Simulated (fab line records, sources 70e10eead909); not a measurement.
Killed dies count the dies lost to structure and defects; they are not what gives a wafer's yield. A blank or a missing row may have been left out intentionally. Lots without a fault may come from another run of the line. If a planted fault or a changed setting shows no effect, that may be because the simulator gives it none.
Matching of chambers + flow nand-harc + NHARC_A_ZERO_WELL_DESCUM_12 on rie-diel-07 has 4 sister chambers
The step chemistry O2, time 3 s. 8 wafers are shown with their chamber, then 10 later ones without.

WAFERS PAIRED WITH THEIR CHAMBERS
| wafer  | chamber | rf-vpp-V (V) | oes-product-au (a.u.) |
|--------|---------|--------------|-----------------------|
| L813.6 | 1       | 56.8         | 0.988                 |
| L817.6 | 0       | 58.5         | 1.002                 |
| L818.1 | 0       | 58.3         | 1.002                 |
| L818.3 | 1       | 57.7         | 0.994                 |
| L820.5 | 3       | 57.0         | 0.996                 |
| L820.6 | 2       | 58.5         | 0.988                 |
| L823.2 | 2       | 59.3         | 0.994                 |
| L823.5 | 3       | 58.9         | 0.990                 |

WAFERS WITH NO CHAMBER GIVEN
| wafer  | rf-vpp-V (V) | oes-product-au (a.u.) |
|--------|--------------|-----------------------|
| L823.6 | 57.1         | 0.999                 |
| L832.1 | 59.3         | 1.005                 |
| L832.2 | 60.0         | 0.999                 |
| L832.4 | 58.0         | 1.002                 |
| L833.1 | 57.4         | 1.004                 |
| L833.3 | 59.4         | 0.997                 |
| L833.6 | 57.9         | 0.988                 |
| L834.1 | 56.4         | 0.999                 |
| L834.2 | 58.4         | 0.995                 |
| L834.5 | 57.8         | 1.014                 |

THE CHAMBER EACH PASSED THROUGH
| wafer  | from the rows above               | in truth                   |
|--------|-----------------------------------|----------------------------|
| L823.6 | can't be placed: 0 or 3 or 1 or 2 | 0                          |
| L832.1 | 0                                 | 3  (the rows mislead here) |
| L832.2 | can't be placed: 0 or 2 or 3 or 1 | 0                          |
| L832.4 | can't be placed: 0 or 3           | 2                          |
| L833.1 | can't be placed: 0 or 3           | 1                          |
| L833.3 | can't be placed: 2 or 0 or 3 or 1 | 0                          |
| L833.6 | can't be placed: 1 or 3 or 2      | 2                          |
| L834.1 | can't be placed: 1 or 3 or 0 or 2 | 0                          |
| L834.2 | can't be placed: 3 or 2 or 1 or 0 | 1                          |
| L834.5 | 0                                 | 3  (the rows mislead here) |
Correctly placed: 0 of 10. From these rows, 8 cannot be placed; in 6 the true chamber is one of the candidates. Number placed wrongly: 2.
How it was worked out, from the rows above alone: a wafer's distance from a chamber is the root of the sum, over the readings, of the square of ((its reading less the chamber's mean) divided by the reading's scatter). If the next closest chamber is less than 2 further off than the closest, the wafer can't be placed; otherwise it belongs to the closest. For every chamber, the mean is computed from those of its wafers that are shown. How the scatter is found: for the shown wafers, subtract from each reading the mean of its chamber, square and add these, divide the total by (wafers less chambers), then take the root.
